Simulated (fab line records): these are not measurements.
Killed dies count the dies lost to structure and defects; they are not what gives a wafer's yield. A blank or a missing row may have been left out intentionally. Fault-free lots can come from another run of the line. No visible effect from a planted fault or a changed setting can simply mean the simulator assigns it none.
fab line records    flow n5-finfet
record: lots: 3  wafers: 9  last-day: 17
route steps=1938 shown STI_FIN_REVEAL@203 DUMMY_GATE@212 SDB@375 BEOL_M4@1111 PASSIVATION@1936
lots with no fault: from the same line, run without faults
start-h: the number of hours between the record's first day and the start of the first shown wafer of the lot    wait-h: hours from the lot's prior step to this one    " same as the row above    L1.1+2: a row that stands for several wafers    - no value, or no start was given    * or withheld: withheld    < > ~ a bound
route shown NAME@n: a module of which the file shows steps, and the number in the route of the first    usual: mean and standard deviation over wafers with no fault    same: alike in all rows    chamber/n: place in a boat    sites: readings site by site    _std_site: the standard deviation of these    _edge_site: inner sites' mean taken away from outer sites' mean    radius-mm: how far each site lies from the wafer's centre    mask NAME#n: copy n    behind: tool/chamber where the wafer was last shaped    hold: the reason the lot was held/the length of the hold in hours/how it ended    device: whichever transistor did not switch (one of n, p or np)    end of line: the same wafers' tests at the end of the route    a step given without rows: its recipe and nothing more    killed: the dies lost at the first sort to structure and to defects; this is not the yield of the wafer    map: a wafer's dies, x killed, . not, _ none there
set.NAME: the setting the step ran with; set.NAME@STEP: the setting that earlier step ran with    model.NAME: the simulator's own value behind a step, which no gauge read
a table for each step, a row for each wafer; lots at some steps of the route
services: when a tool's chamber went out of use (start-h, in hours from the record's first day, below 0 if earlier), for how many hours, and the reason
== steps ==
step: N5_STI_FIN_REVEAL_SRD_21
recipe: dry: ipa-marangoni  time-s: 30  temp-c: 23  rinse-liquid: diw
step: N5_STI_FIN_REVEAL_OXIDATION_33
recipe: chemistry: O2_PLASMA_REMOTE  temp-c: 150  time-s: 20  pressure-mtorr: 1000  source-power-w: 2000  o2-flow-sccm: 3000
step: N5_STI_FIN_REVEAL_CLEAN_19
recipe: chemistry: O3/DIW  temp-c: 25  time-s: 120  o3-ppm: 10
step: N5_STI_FIN_REVEAL_SRD_23
recipe: dry: ipa-marangoni  time-s: 30  temp-c: 23  rinse-liquid: diw
step: N5_STI_FIN_REVEAL_PRECLEAN_18
recipe: chemistry: SC2  time-s: 45  temp-c: 35  mix: 1:1:50
step: N5_STI_FIN_REVEAL_SRD_28
recipe: dry: ipa-marangoni  time-s: 30  temp-c: 23  rinse-liquid: diw
step: N5_DUMMY_GATE_PRECLEAN_00
recipe: chemistry: O3/DIW  time-s: 60  temp-c: 22  o3-ppm: 10
step: N5_DUMMY_GATE_SRD_01
recipe: time-s: 30  temp-c: 23  rinse-liquid: diw  dry: ipa-marangoni
step: N5_DUMMY_GATE_ALD_02
recipe: material: SiO2  target-thk-a: 20  temp-c: 300  ald-precursor-family: BDEAS  ald-co-reactant: O2-plasma  pulse-time-s: 1  pressure-torr: 2
step: N5_DUMMY_GATE_CVD_03
recipe: material: a-Si  target-thk-a: 1500  temp-c: 530  precursor: SiH4  time-s: 8042
usual: spike-tc-upper-C: 529.2/1.5  susceptor-temp-C: 529.97/0.18
lot.wafer  tool      chamber  start-h  wait-h  spike-tc-upper-C  susceptor-temp-C
L757.2     lpcvd-01  1/70     74.20    0.1     530.8             530.13
L757.4     "         1/79     "        "       530.8             530.13
L757.6     "         1/89     "        "       530.8             530.13
L761.1     lpcvd-02  1/90     98.04    0.1     527.4             529.88
L761.4     "         1/104    "        "       527.4             529.88
L761.6     "         1/114    "        "       527.4             529.88
L771.2     lpcvd-02  0/70     157.57   0.1     530.9             529.87
L771.3     "         0/75     "        "       530.9             529.87
L771.5     "         0/84     "        "       530.9             529.87
step: N5_DUMMY_GATE_PRECLEAN_46
recipe: chemistry: DIW  time-s: 89.5  temp-c: 23
step: N5_DUMMY_GATE_SRD_47
recipe: dry-time-s: 32  dry: n2-spin  spin-rpm: 1500
step: N5_DUMMY_GATE_CMP_04
recipe: material: a-Si  post-cmp-clean: alkaline-brush
step: N5_DUMMY_GATE_THK_MEAS_05
usual: thk-nm: 72.4/1.2
lot.wafer  tool           chamber  start-h  wait-h  thk-nm
L757.2     film-metro-02  -        80.01    0.2     72.4
L757.4     "              -        "        "       71.4
L757.6     "              -        "        "       72.6
L761.1     film-metro-02  -        102.03   0.1     71.9
L761.4     "              -        "        "       72.3
L761.6     "              -        "        "       70.7
L771.2     film-metro-01  -        161.55   0.1     52.1
L771.3     "              -        "        "       52.3
L771.5     "              -        "        "       52.9
step: N5_DUMMY_GATE_HM_DEP_06
recipe: material: SiNx  target-thk-a: 800  precursor: DCS/NH3  temp-c: 700  pressure-mtorr: 300  time-s: 5141
step: N5_DUMMY_GATE_PECVD_30
recipe: material: SiO2  target-thk-a: 550  temp-c: 400  precursor: TEOS/O2  pressure-torr: 6.5  rf-w: withheld  teos-flow-sccm: withheld  gas: O2  flow-sccm: 2650  time-s: 10.8
step: N5_DUMMY_GATE_COAT_34
recipe: resist: SOC  temp-c: 250  time-s: 60  spin-rpm: 1500  resist-thk-nm: 60
step: N5_DUMMY_GATE_COAT_35
recipe: resist: SiARC  temp-c: 220  time-s: 60  spin-rpm: 1500  resist-thk-nm: 10
step: N5_DUMMY_GATE_COAT_28
recipe: resist: underlayer  temp-c: 205  time-s: 60  spin-rpm: 1500  resist-thk-nm: 10
step: N5_DUMMY_GATE_COAT_09
recipe: resist: CAR-EUV  spin-rpm: 1500  resist-thk-nm: 30
step: N5_DUMMY_GATE_EBR_11
recipe: solvent: PGMEA  ebr-width-mm: 1.5
step: N5_DUMMY_GATE_SOFTBAKE_10
recipe: temp-c: 110  time-s: 60  resist: CAR-EUV
step: N5_DUMMY_GATE_EXPOSE_12
recipe: mask-id: GATE  na: 0.33  source-shape: annular  sigma-inner: 0.2  sigma-outer: 0.6  polarization: unpolarized  target-cd-nm: 25  dose-mj: 34
step: N5_DUMMY_GATE_PEB_13
recipe: peb-temp-c: 100  peb-time-s: 60  resist: CAR-EUV
step: N5_DUMMY_GATE_DEVELOP_14
recipe: develop-time-s: 30  developer: TMAH  resist: CAR-EUV  rinse-liquid: surfactant-rinse  dry: air-spin  dev-temp-c: 23
step: N5_DUMMY_GATE_DESCUM_20
recipe: chemistry: O2  time-s: 6.2  source-power-w: 50  bias-power-w: 20  pressure-mtorr: 20  rf-frequency-hz: 2.712e+07  temp-c: 40  resist: CAR-EUV  o2-flow-sccm: 225
step: N5_DUMMY_GATE_ETCH_29
recipe: chemistry: N2/H2  target: underlayer  target-depth-a: 130  ion-energy-ev: 200  pressure-mtorr: 30  source-w: 840  bias-w: 150  n2-flow-sccm: 200  h2-flow-sccm: 200
step: N5_DUMMY_GATE_ETCH_36
recipe: chemistry: CF4  target: SiARC  target-depth-a: 130  pressure-mtorr: 40  source-w: 545  bias-w: 36  Ar_flow_sccm: 100  cf4-flow-sccm: 100  ion-energy-ev: 80
step: N5_DUMMY_GATE_ETCH_37
recipe: chemistry: N2/H2  target: SOC  target-depth-a: 600  overetch-a: 300  temp-c: 40  ion-energy-ev: 200  pressure-mtorr: 30  source-w: 840  bias-w: 150  n2-flow-sccm: 200  h2-flow-sccm: 200
step: N5_DUMMY_GATE_STRIP_38
recipe: chemistry: N2/H2  temp-c: 40  n2-flow-sccm: 200  h2-flow-sccm: 200  rf-frequency-hz: 6e+07
step: N5_DUMMY_GATE_STRIP_39
recipe: chemistry: N2/H2  temp-c: 40  n2-flow-sccm: 200  h2-flow-sccm: 200  rf-frequency-hz: 6e+07
step: N5_DUMMY_GATE_TRIM_49
recipe: chemistry: O2  resist: SOC  time-s: 29  target-cd-nm: 14  source-power-w: 300  bias-power-w: 0  O2_flow_sccm: 100  temp-c: 20
step: N5_DUMMY_GATE_STRIP_40
recipe: chemistry: CF4  resist: SiARC  power-w: 300  bias-power-w: 75  pressure-mtorr: 50  cf4-flow-sccm: 150  rf-frequency-hz: 6e+07
step: N5_DUMMY_GATE_ETCH_31
recipe: chemistry: C4F6/O2  target: SiO2  mask-material: SOC  target-depth-a: 825  time-s: 27.5  ion-energy-ev: 250  pressure-mtorr: 30  source-w: 345  bias-w: 185  Ar_flow_sccm: 300  C4F6_flow_sccm: 10  O2_flow_sccm: 10
step: N5_DUMMY_GATE_STRIP_41
recipe: chemistry: O2  power-w: 400  temp-c: 40  pressure-mtorr: 30  rf-frequency-hz: 6e+07  bias-power-w: 0  overash-fraction: 0.3  o2-flow-sccm: 225
step: N5_DUMMY_GATE_ETCH_44
recipe: chemistry: HBr/O2  over-etch-frac: 0.7  target-depth-a: 1275  stop-on: SiO2  ion-energy-ev: 60  bias-w: 20  target: poly-Si  mask-material: SiO2  pressure-mtorr: 20  icp-w: 400  HBr_flow_sccm: 120  O2_flow_sccm: 10
usual: drypump-motor-current-A: 5.6/0.45  oes-product-au: 0.726/0.015  throttle-valve-pct: 18.37/0.24
same: over-etch-frac: 0.7
lot.wafer  tool       chamber  start-h  wait-h  drypump-motor-current-A  oes-product-au  rf-hours-counter-h  throttle-valve-pct
L757.2     rie-si-04  2        87.25    0.0     5.1                      0.732           128                 18.45
L757.4     "          0        "        "       5.8                      0.714           5                   18.55
L757.6     "          3        "        "       5.1                      0.706           -                   18.08
L761.1     rie-si-04  3        107.40   0.0     5.1                      0.707           136                 18.08
L761.4     "          0        "        "       5.8                      0.715           6                   18.56
L761.6     "          2        "        "       5.1                      0.720           -                   18.45
L771.2     rie-si-04  1        166.85   0.0     5.8                      0.638           60                  18.71
L771.3     "          3        "        "       5.1                      0.602           137                 18.09
L771.5     "          0        "        "       5.8                      0.633           -                   18.56
step: N5_SDB_THK_MEAS_31
recipe: reads: a-Si_of_DUMMY_GATE_CVD_03
usual: SDB_THK: 64.7/1.2
lot.wafer  tool           chamber  start-h  wait-h  SDB_THK[nm]
L757.2     film-metro-02  -        109.75   -       64.5
L757.4     "              -        "        "       63.6
L757.6     "              -        "        "       64.8
L761.1     film-metro-01  -        129.20   -       64.0
L761.4     "              -        "        "       64.6
L761.6     "              -        "        "       63.0
L771.2     film-metro-01  -        191.00   -       44.3
L771.3     "              -        "        "       44.6
L771.5     "              -        "        "       45.1
step: N5_BEOL_M4_RC_MEAS_101
usual: DIBL_N: 36.8/2.2  DIBL_P: 37.0/2.8  IOFF_N: 0.18/0.043  IOFF_P: 0.23/0.05  ION_N: 680/14  ION_P: 466/9.1  SS_N: 71.7/0.74  SS_P: 73.5/0.79  VT_N: 248/4  VT_P: -249/4.1
lot.wafer  tool       chamber  start-h  wait-h  DIBL_N[mV/V]  DIBL_P[mV/V]  IOFF_N[nA/um]  IOFF_P[nA/um]  ION_N[uA/um]  ION_P[uA/um]  SS_N[mV/dec]  SS_P[mV/dec]  VT_N[mV]  VT_P[mV]
L757.2     prober-02  0        205.30   0.2     34.9          32.8          0.12           0.16           645           446           71.9          72.7          257       -255
L757.4     "          0        "        "       37.9          36.0          0.17           0.20           670           459           72.4          73.5          252       -255
L757.6     "          0        "        "       37.1          35.9          0.17           0.21           683           466           71.9          73.4          248       -250
L761.1     prober-02  0        230.57   0.0     36.6          35.4          0.15           0.21           671           466           71.1          73.5          251       -246
L761.4     "          0        "        "       39.8          39.9          0.21           0.29           688           476           71.2          74.4          246       -243
L761.6     "          0        "        "       41.2          41.4          0.26           0.35           704           484           72.7          74.9          241       -240
L771.2     prober-02  0        293.56   0.2     36.3          37.1          0.16           0.23           664           464           71.9          73.4          248       -248
L771.3     "          0        "        "       35.5          35.8          0.15           0.21           670           463           71.8          73.2          251       -247
L771.5     "          0        "        "       36.7          38.0          0.18           0.26           690           477           71.7          74.0          244       -246
step: N5_PASSIVATION_PROBE_49
usual: defect-limited-yield: 91.4/1.5  killed_at_M0_to_M3: 36/11  killed_at_M4_up: 14/6  killed-at-contacts: 11/6  killed-at-front-end: 37/11  killed-at-other: 4/3.4  killed-dies: 102/18  killed-on-rim: 13/3.5  killed-open: 66/13  killed-short: 34/7.8  sort_bin_5_function: 5.0/0.97  sort_bin_6_memory: 3.2/0.7  sort_bin_8_speed: 0.0/0.38  sort-n-pass: 1078/19  sort-yield-pct: 91.3/1.6
same: gross-dies: 1180  killed-at-back-side: 0  sort_bin_4_leakage[%]: 0
lot.wafer  tool       chamber  start-h  wait-h  defect-limited-yield[%]  killed_at_M0_to_M3  killed_at_M4_up  killed-at-contacts  killed-at-front-end  killed-at-other  killed-dies  killed-on-rim  killed-open  killed-short  sort_bin_5_function[%]  sort_bin_6_memory[%]  sort_bin_8_speed[%]  sort-n-pass  sort-yield-pct[%]
L757.2     prober-02  -        313.25   0.1     88.8                     25                  16               34                  56                   1                132          18             82           49            6.4                     4.4                   0                    1048         88.8
L757.4     prober-02  -        313.35   0.2     88.3                     41                  17               15                  63                   2                138          15             90           47            6.1                     5.1                   0                    1042         88.3
L757.6     prober-02  -        313.45   0.3     87.6                     44                  26               17                  55                   4                146          15             98           47            8.1                     3.7                   0                    1034         87.6
L761.1     prober-01  -        332.17   0.0     88.6                     45                  20               10                  58                   2                135          16             89           46            7.1                     3.8                   0                    1045         88.6
L761.6     prober-01  -        332.42   0.3     92.2                     54                  9                5                   21                   3                92           14             61           29            4.8                     2.6                   0                    1088         92.2
L771.2     prober-02  -        397.08   0.1     88.6                     24                  9                5                   87                   9                134          54             61           26            4.9                     2.3                   0                    1046         88.6
L771.3     prober-02  -        397.13   0.1     84.9                     34                  18               4                   115                  7                178          71             71           37            5.5                     3.1                   0                    1002         84.9
L771.5     prober-02  -        397.23   0.2     84.8                     34                  28               12                  101                  4                179          66             68           42            5.8                     3.3                   0.1                  1001         84.8
killed by level:class
L757.2 MOL_CONTACT_COAG:geometric-particle:open=27 FIN_SAQP:geometric-particle:open=15 FIN_SAQP:geometric-particle:short=15 STI_FIN_REVEAL:geometric-particle:open=7 MOL_CONTACT_COAG:geometric-particle:short=7 BEOL_M0_SAQP:geometric-particle:open=7 BEOL_M2:geometric-particle:open=7 BEOL_M0_SAQP:geometric-particle:short=5
L757.4 FIN_SAQP:geometric-particle:open=29 FIN_SAQP:geometric-particle:short=17 BEOL_M0_SAQP:geometric-particle:short=11 MOL_CONTACT_COAG:geometric-particle:open=11 BEOL_M0_SAQP:geometric-particle:open=10 BEOL_M4:geometric-particle:open=9 BEOL_M3:geometric-particle:short=6 BEOL_M3:geometric-particle:open=5
L757.6 FIN_SAQP:geometric-particle:open=26 BEOL_M0_SAQP:geometric-particle:open=15 FIN_SAQP:geometric-particle:short=14 BEOL_M4:geometric-particle:open=13 MOL_CONTACT_COAG:geometric-particle:open=12 BEOL_M0_SAQP:geometric-particle:short=12 BEOL_M3:geometric-particle:short=6 MOL_CONTACT_COAG:geometric-particle:short=5
L761.1 FIN_SAQP:geometric-particle:open=15 BEOL_M0_SAQP:geometric-particle:short=13 FIN_SAQP:geometric-particle:short=12 BEOL_M1:geometric-particle:open=11 STI_FIN_REVEAL:geometric-particle:open=9 MOL_CONTACT_COAG:geometric-particle:open=9 BEOL_M2:geometric-particle:open=9 BEOL_M8:geometric-particle:open=8
L761.6 BEOL_M1:geometric-particle:open=15 BEOL_M0_SAQP:geometric-particle:open=12 BEOL_M0_SAQP:geometric-particle:short=8 FIN_SAQP:geometric-particle:open=6 STI_FIN_REVEAL:geometric-particle:open=5 BEOL_M3:geometric-particle:short=5 MOL_CONTACT_COAG:geometric-particle:open=4 BEOL_M2:geometric-particle:open=4
L771.2 DUMMY_GATE:area-cvd=46 STI_FIN_REVEAL:geometric-particle:open=15 FIN_SAQP:geometric-particle:open=8 BEOL_M2:geometric-particle:open=7 BEOL_M0_SAQP:geometric-particle:short=5 FIN_SAQP:geometric-particle:short=4 DUMMY_GATE:geometric-particle:open=4 MOL_CONTACT_COAG:geometric-particle:open=4
L771.3 DUMMY_GATE:area-cvd=70 STI_FIN_REVEAL:geometric-particle:open=18 BEOL_M1:geometric-particle:open=12 BEOL_M4:geometric-particle:open=9 FIN_SAQP:geometric-particle:short=7 FIN_SAQP:geometric-particle:open=5 BEOL_M0_SAQP:geometric-particle:short=5 BEOL_M3:geometric-particle:open=5
L771.5 DUMMY_GATE:area-cvd=66 FIN_SAQP:geometric-particle:short=13 BEOL_M4:geometric-particle:open=13 FIN_SAQP:geometric-particle:open=10 MOL_CONTACT_COAG:geometric-particle:open=10 BEOL_M1:geometric-particle:open=8 BEOL_M0_SAQP:geometric-particle:open=6 BEOL_M0_SAQP:geometric-particle:short=5
map L771.5 (x killed, . not)
_________________x..x..x..x.x________________
______________x.............xxxx_____________
___________.......x........x...x.xx__________
__________xx............x.......x..._________
________xx....x..................x.x.._______
_______.xx......xx......x...x....x...xx______
______x...x............x....x..........._____
_____.x..........................x......x____
____x.....x........x.....x..x.........x..x___
___x.........x.x...............x.......x...__
___xx...........x......x.......x...xx....x.__
__.............xx................x..x......x_
__.........x.x........x..x.....x..........xx_
_x......x........x.....x.x............x....xx
_........x....x..............x...x...........
_x...........x............................x..
_x.x........x........x......x...............x
_x.......................x.x..x......x.....x.
_...........x....x...........................
_x........x...........xx.........x...........
_x.x....................x..x..x.....x......xx
__x................................x...x...._
__........x.....x..........x......xx......x._
___..........x...x....x.x..xx..............__
___....x.........................x......x.x__
____.x..x..x........x..................x.x___
_____.........................x..........____
______..x..x..............x...xx.....x.._____
_______.................xxx.x.....x.x.x______
________x...................x.......x._______
__________x.......x...............x._________
___________.xxx.x....x..........x.x__________
______________.x.x.....x.x.x.xx._____________
_________________x...xx...xxx________________
map L761.1 (x killed, . not)
_________________............________________
______________..............x..._____________
___________....x...xx.......x......__________
__________............x............._________
________....x.......x................._______
_______.x..........x........x..........______
______x.xx...x..x..x.x........x........._____
_____....x...x.................x.....x...____
____....x.................................___
___......x...........x...............x.....__
___x..x...............x................x...__
__........................................x._
__.....x..x.x...........x........x...x......_
_.........x..x..................x.........x.x
_..xx.................x......................
_.................x.........x..x.............
_..........x................x.x...........x..
_...................x......x........x......x.
_.x.x...x.....x....x......x.x....x...x.......
_.x......x..x.....x........x...x...........xx
_......x...........x.x................x......
__....x.........x.xx.......x................_
__..................xx.x..............x....._
___..........x..x......x...................__
___x..x...xx................x...xx.x.......__
____x........x.xx..........xxx............___
_____.x....xx...x.....x.....x.......x....____
______................x...xxx...x......._____
_______.........x....x...x....x..xx....______
________.................x.......x...._______
__________xxx......................._________
___________..........xx...........x__________
______________x.....x.........x._____________
_________________.......x....________________
== services ==
tool       chamber  start-h  hours  kind
rie-si-04  0        145.61   4.8    repair
== key ==
first-sign: step: N5_DUMMY_GATE_THK_MEAS_05  reading: thk-nm  direction: down  sigmas: 16  usual: *  struck: *
effect: step: N5_DUMMY_GATE_ETCH_44  reading: oes-product-au  direction: down  sigmas: 6.7  usual: 0.726  struck: 0.624
effect: step: N5_SDB_THK_MEAS_31  reading: SDB_THK  direction: down  sigmas: 16  usual: 64.7  struck: 44.7
effect: step: N5_PASSIVATION_PROBE_49  reading: killed-at-front-end  direction: up  sigmas: 5.6  usual: 37  struck: 101
more-kills-born-at: N5_DUMMY_GATE_CVD_03@lpcvd-02: 182
met-at N5_DUMMY_GATE_CVD_03
struck-wafers L771.2,L771.3,L771.5
also-fits time
fault: kind: site-profile-drift  tool: lpcvd-02  chamber: 0  onset-h: 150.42  steps: N5_DUMMY_GATE_CVD_03  basis: fraction  max-abs-drift: 0.29693  slope-share-per-hr: 65.985  site-pattern: 0,0,0,0,0,-1,-1,-1,-1
